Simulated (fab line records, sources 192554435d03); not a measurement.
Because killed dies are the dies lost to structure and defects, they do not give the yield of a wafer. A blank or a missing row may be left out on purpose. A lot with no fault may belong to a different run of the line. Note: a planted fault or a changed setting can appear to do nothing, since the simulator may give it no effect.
Which of the tools did it? + flow n5_finfet + Sampling: 24 lots, 72 wafers, 4 of 1938 route steps

WHAT THE GAUGES SHOWED, per wafer
N5_BEOL_M10_THK_MEAS_01.
| lot  | measured     | on            | M10_ILD_THK (nm) |
|------|--------------|---------------|------------------|
| L074 | day 11 19:45 | film_metro-02 | 261 265 267      |
| L076 | day 11 19:52 | film_metro-02 | 263 265 273      |
| L075 | day 11 23:09 | film_metro-02 | 261 264 267      |
| L077 | day 12 03:26 | film_metro-01 | 263 267 274      |
| L078 | day 12 11:37 | film_metro-01 | 261 269 270      |
| L079 | day 12 23:56 | film_metro-01 | 267 267 271      |
| L081 | day 13 00:20 | film_metro-01 | 263 266 264      |
| L080 | day 13 04:49 | film_metro-02 | 267 269 275      |
| L082 | day 13 08:25 | film_metro-01 | 268 267 268      |
| L085 | day 13 11:47 | film_metro-02 | 266 270 269      |
| L083 | day 13 17:52 | film_metro-02 | 268 262 275      |
| L084 | day 14 05:55 | film_metro-01 | 266 268 269      |
| L087 | day 14 14:46 | film_metro-02 | 267 268 271      |
| L086 | day 14 15:46 | film_metro-01 | 266 270 269      |
| L089 | day 14 16:31 | film_metro-01 | 265 264 269      |
| L088 | day 15 04:56 | film_metro-02 | 269 266 270      |
| L090 | day 15 05:52 | film_metro-02 | 263 269 264      |
| L091 | day 16 04:13 | film_metro-01 | 264 266 265      |
| L092 | day 16 06:36 | film_metro-01 | 263 264 273      |
| L093 | day 16 14:31 | film_metro-01 | 265 267 268      |
| L094 | day 16 14:53 | film_metro-01 | 266 265 269      |
| L095 | day 16 15:00 | film_metro-02 | 269 267 272      |
| L096 | day 16 15:09 | film_metro-01 | 258 263 266      |
| L097 | day 17 09:49 | film_metro-02 | 268 269 273      |

N5_BEOL_M10_CD_MEAS_18: pitch 140 nm, target cd 70 nm.
| lot  | measured     | on        | cd_nm (nm)     |
|------|--------------|-----------|----------------|
| L074 | day 11 22:49 | cd_sem-03 | 69.6 70.9 69.0 |
| L076 | day 11 23:44 | cd_sem-03 | 70.2 70.4 70.2 |
| L075 | day 12 00:52 | cd_sem-03 | 69.9 69.1 70.0 |
| L077 | day 12 09:10 | cd_sem-02 | 69.7 70.1 69.8 |
| L078 | day 12 14:23 | cd_sem-03 | 70.6 70.5 68.9 |
| L079 | day 13 02:02 | cd_sem-02 | 68.9 69.7 69.1 |
| L081 | day 13 03:14 | cd_sem-03 | 70.4 70.2 71.1 |
| L080 | day 13 07:04 | cd_sem-03 | 70.4 70.6 70.0 |
| L082 | day 13 09:53 | cd_sem-01 | 70.4 68.8 70.0 |
| L085 | day 13 15:12 | cd_sem-02 | 69.9 70.9 70.7 |
| L083 | day 13 20:40 | cd_sem-03 | 70.7 70.9 69.7 |
| L084 | day 14 10:21 | cd_sem-02 | 70.5 71.3 69.1 |
| L087 | day 14 18:24 | cd_sem-02 | 69.7 69.4 70.5 |
| L086 | day 14 18:45 | cd_sem-02 | 70.0 70.1 70.3 |
| L089 | day 14 19:03 | cd_sem-01 | 69.6 69.4 69.1 |
| L088 | day 15 07:35 | cd_sem-03 | 69.2 69.6 70.3 |
| L090 | day 15 07:45 | cd_sem-03 | 69.8 69.3 70.1 |
| L091 | day 16 08:22 | cd_sem-02 | 69.3 69.2 69.2 |
| L092 | day 16 08:47 | cd_sem-03 | 69.8 70.0 70.1 |
| L093 | day 16 18:56 | cd_sem-03 | 71.4 70.1 70.8 |
| L094 | day 16 19:10 | cd_sem-02 | 69.4 69.5 69.8 |
| L095 | day 16 19:16 | cd_sem-02 | 69.8 68.9 68.9 |
| L096 | day 16 19:27 | cd_sem-03 | 70.7 68.9 70.0 |
| L097 | day 17 11:21 | cd_sem-03 | 69.3 71.2 70.0 |

WHAT TOOL EACH LOT RAN ON (gives the tool, then ch and the chambers of the sampled wafers, and finally the start)
| lot  | N5_BEOL_M10_CURE_71           | N5_BEOL_M10_ETCH_62                |
|------|-------------------------------|------------------------------------|
| L074 | uv_cure-01 ch 0, day 11 19:14 | rie_diel-01 ch 1,2,3, day 11 22:26 |
| L076 | uv_cure-03 ch 0, day 11 19:25 | rie_diel-05 ch 0,1,2, day 11 23:14 |
| L075 | uv_cure-03 ch 1, day 11 22:38 | rie_diel-05 ch 0,3, day 12 00:25   |
| L077 | uv_cure-02 ch 1, day 12 03:00 | rie_diel-03 ch 2,3, day 12 08:13   |
| L078 | uv_cure-02 ch 1, day 12 11:06 | rie_diel-01 ch 0,2,3, day 12 13:41 |
| L079 | uv_cure-02 ch 0, day 12 23:25 | rie_diel-05 ch 0,1,3, day 13 01:34 |
| L081 | uv_cure-01 ch 1, day 12 23:30 | rie_diel-03 ch 0,1,2, day 13 02:44 |
| L080 | uv_cure-02 ch 2, day 13 04:18 | rie_diel-01 ch 0,1,2, day 13 06:38 |
| L082 | uv_cure-01 ch 1, day 13 07:25 | rie_diel-01 ch 1,2,3, day 13 09:31 |
| L085 | uv_cure-03 ch 2, day 13 10:58 | rie_diel-03 ch 0,3, day 13 14:50   |
| L083 | uv_cure-02 ch 1, day 13 17:21 | rie_diel-03 ch 1,2, day 13 20:07   |
| L084 | uv_cure-02 ch 0, day 14 05:29 | rie_diel-01 ch 1,2, day 14 09:47   |
| L087 | uv_cure-03 ch 0, day 14 14:05 | rie_diel-05 ch 0,1, day 14 18:02   |
| L086 | uv_cure-02 ch 2, day 14 15:20 | rie_diel-01 ch 2,3, day 14 18:17   |
| L089 | uv_cure-03 ch 2, day 14 15:32 | rie_diel-03 ch 1,2, day 14 18:41   |
| L088 | uv_cure-02 ch 1, day 15 04:25 | rie_diel-03 ch 0,1,2, day 15 07:09 |
| L090 | uv_cure-02 ch 1, day 15 05:22 | rie_diel-01 ch 1,2, day 15 07:20   |
| L091 | uv_cure-03 ch 0, day 16 03:43 | rie_diel-01 ch 1,2,3, day 16 07:59 |
| L092 | uv_cure-02 ch 0, day 16 05:46 | rie_diel-05 ch 0,2, day 16 08:25   |
| L093 | uv_cure-01 ch 1, day 16 14:05 | rie_diel-01 ch 1,2, day 16 18:31   |
| L094 | uv_cure-02 ch 2, day 16 14:13 | rie_diel-05 ch 2,3, day 16 18:41   |
| L095 | uv_cure-01 ch 0, day 16 14:29 | rie_diel-03 ch 1,2,3, day 16 18:53 |
| L096 | uv_cure-03 ch 0, day 16 14:38 | rie_diel-05 ch 1,2,3, day 16 19:03 |
| L097 | uv_cure-01 ch 1, day 17 09:19 | rie_diel-05 ch 0,2,3, day 17 10:56 |
- N5_BEOL_M10_CURE_71: cures SiCOH lowk, time 240 s.
- N5_BEOL_M10_ETCH_62: etches SOC in N2/H2, target depth 110 nm, overetch 22 nm, time 165 s.

WHAT THE TOOLS THEMSELVES READ (means of the sampled wafers that have a number; where no wafer has one, the mark that the record gives instead)
N5_BEOL_M10_CURE_71.
| lot  | tool       | lamp_power_pct (%) | wafer_temp_C_max |
|------|------------|--------------------|------------------|
| L074 | uv_cure-01 | 52.36              | 386.2            |
| L076 | uv_cure-03 | 52.27              | 386.5            |
| L075 | uv_cure-03 | 52.32              | 385.8            |
| L077 | uv_cure-02 | 52.31              | 386.3            |
| L078 | uv_cure-02 | 52.28              | 386.4            |
| L079 | uv_cure-02 | 52.30              | 386.7            |
| L081 | uv_cure-01 | 52.32              | 387.5            |
| L080 | uv_cure-02 | 52.29              | 386.4            |
| L082 | uv_cure-01 | 52.31              | 387.5            |
| L085 | uv_cure-03 | 52.30              | 387.3            |
| L083 | uv_cure-02 | 52.33              | 386.4            |
| L084 | uv_cure-02 | 52.32              | 386.3            |
| L087 | uv_cure-03 | 52.35              | 386.4            |
| L086 | uv_cure-02 | 52.35              | 386.3            |
| L089 | uv_cure-03 | 52.32              | 387.3            |
| L088 | uv_cure-02 | 52.34              | 386.4            |
| L090 | uv_cure-02 | 52.29              | 386.3            |
| L091 | uv_cure-03 | 52.30              | 386.6            |
| L092 | uv_cure-02 | 52.30              | 386.6            |
| L093 | uv_cure-01 | 52.35              | 387.0            |
| L094 | uv_cure-02 | 52.29              | 386.5            |
| L095 | uv_cure-01 | 52.34              | 386.8            |
| L096 | uv_cure-03 | 52.35              | 386.6            |
| L097 | uv_cure-01 | 52.36              | 387.4            |

N5_BEOL_M10_ETCH_62.
| lot  | tool        | drypump_motor_current_A (A) | oes_product_au (a.u.) | rf_vpp_V (V) | showerhead_plenum_p_Torr (Torr) | throttle_valve_pct (%) |
|------|-------------|-----------------------------|-----------------------|--------------|---------------------------------|------------------------|
| L074 | rie_diel-01 | 5.8                         | 0.72                  | 524          | 2.54                            | 17.70                  |
| L076 | rie_diel-05 | 5.6                         | 0.69                  | 523          | 2.50                            | 17.91                  |
| L075 | rie_diel-05 | 5.6                         | 0.69                  | 520          | 2.44                            | 18.10                  |
| L077 | rie_diel-03 | 6.2                         | 0.67                  | 525          | 2.57                            | 17.61                  |
| L078 | rie_diel-01 | 5.7                         | 0.71                  | 525          | 2.54                            | 17.71                  |
| L079 | rie_diel-05 | 5.5                         | 0.71                  | 522          | 2.48                            | 17.95                  |
| L081 | rie_diel-03 | 5.6                         | 0.74                  | 528          | 2.71                            | 17.79                  |
| L080 | rie_diel-01 | 5.5                         | 0.71                  | 521          | 2.47                            | 17.70                  |
| L082 | rie_diel-01 | 5.8                         | 0.71                  | 524          | 2.54                            | 17.73                  |
| L085 | rie_diel-03 | 5.9                         | 0.68                  | 526          | 2.63                            | 17.56                  |
| L083 | rie_diel-03 | 5.6                         | 0.72                  | 528          | 2.70                            | 17.95                  |
| L084 | rie_diel-01 | 5.3                         | 0.71                  | 522          | 2.46                            | 17.55                  |
| L087 | rie_diel-05 | 5.5                         | 0.65                  | 519          | 2.39                            | 18.15                  |
| L086 | rie_diel-01 | 5.6                         | 0.70                  | 525          | 2.53                            | 17.56                  |
| L089 | rie_diel-03 | 5.6                         | 0.73                  | 527          | 2.71                            | 17.88                  |
| L088 | rie_diel-03 | 5.6                         | 0.72                  | 527          | 2.70                            | 17.82                  |
| L090 | rie_diel-01 | 5.6                         | 0.69                  | 521          | 2.46                            | 17.76                  |
| L091 | rie_diel-01 | 5.8                         | 0.68                  | 523          | 2.53                            | 17.78                  |
| L092 | rie_diel-05 | 5.6                         | 0.65                  | 524          | 2.54                            | 17.93                  |
| L093 | rie_diel-01 | 5.6                         | 0.68                  | 521          | 2.46                            | 17.79                  |
| L094 | rie_diel-05 | 5.6                         | 0.68                  | 526          | 2.63                            | 17.77                  |
| L095 | rie_diel-03 | 5.9                         | 0.73                  | 526          | 2.62                            | 17.69                  |
| L096 | rie_diel-05 | 5.6                         | 0.69                  | 524          | 2.57                            | 17.81                  |
| L097 | rie_diel-05 | 5.6                         | 0.66                  | 523          | 2.52                            | 17.98                  |

THE ANSWER, worked out from the rows above alone
Rule: what is usual is taken from the lots themselves. Put in order of their means at a reading, lots are off if they are a third of the lots or fewer, leave a main group of 4 or more, and stand apart from it by a gap of 3 or more times the standard deviation of the main group's means; of several such gaps the widest counts. A main group is skipped when, at the precision printed for the reading in the tables above, its means are all equal. Also off: a lot with no number at a reading for which 4 or more lots have one. Where the step has rows for the other lots, those lots are counted as sound. Order of review: gauges by route order, followed by the tools' own readings, for which a lot's mean as printed above is used. At the first step where some lot is off, the reading lying furthest off is the one used; lots without a number count as furthest.
No lot is off at any reading shown: from this, nothing can be told.

WHAT HAD BEEN PUT IN BY THE SIMULATOR
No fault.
